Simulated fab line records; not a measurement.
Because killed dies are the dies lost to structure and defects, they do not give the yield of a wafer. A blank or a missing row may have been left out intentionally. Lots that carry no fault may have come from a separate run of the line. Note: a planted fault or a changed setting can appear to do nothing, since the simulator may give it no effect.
Matching of chambers	flow nand_harc	NHARC_A_ZERO_WELL_DESCUM_12 on rie_diel-03: 4 sister chambers
The step chemistry O2, time 3 s. 4 wafers are shown with their chamber, then 7 later ones without.

EACH WAFER AND ITS CHAMBER
wafer	chamber	drypump_motor_current_A (A)
L701.6	1	5.64
L714.3	0	5.38
L717.1	2	6.05
L717.3	3	5.64

WAFERS WITHOUT THEIR CHAMBER
wafer	drypump_motor_current_A (A)
L717.6	5.39
L718.1	5.62
L718.3	6.02
L718.4	5.64
L721.1	5.38
L721.5	5.62
L721.6	5.37

THE CHAMBER EACH PASSED THROUGH
wafer	from the rows above	in truth
L717.6	0	0
L718.1	can't be placed: 1 or 3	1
L718.3	2	2
L718.4	can't be placed: 1 or 3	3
L721.1	0	0
L721.5	can't be placed: 1 or 3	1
L721.6	0	0
Placed correctly: 4 of 7. These rows do not allow placing 3 (true chamber among the candidates in 3). Number placed wrongly: 0.
How it was worked out, from the rows above alone: a wafer's distance from a chamber is the root of the sum, over the readings, of the square of ((its reading less the chamber's mean) divided by the reading's scatter). If the next closest chamber is less than 2 further off than the closest, the wafer can't be placed; otherwise it belongs to the closest. A chamber's mean is the mean of its shown wafers. The scatter (one wafer shown for each chamber): square how far every hidden wafer sits from the nearest shown wafer, average those squares and take the square root.
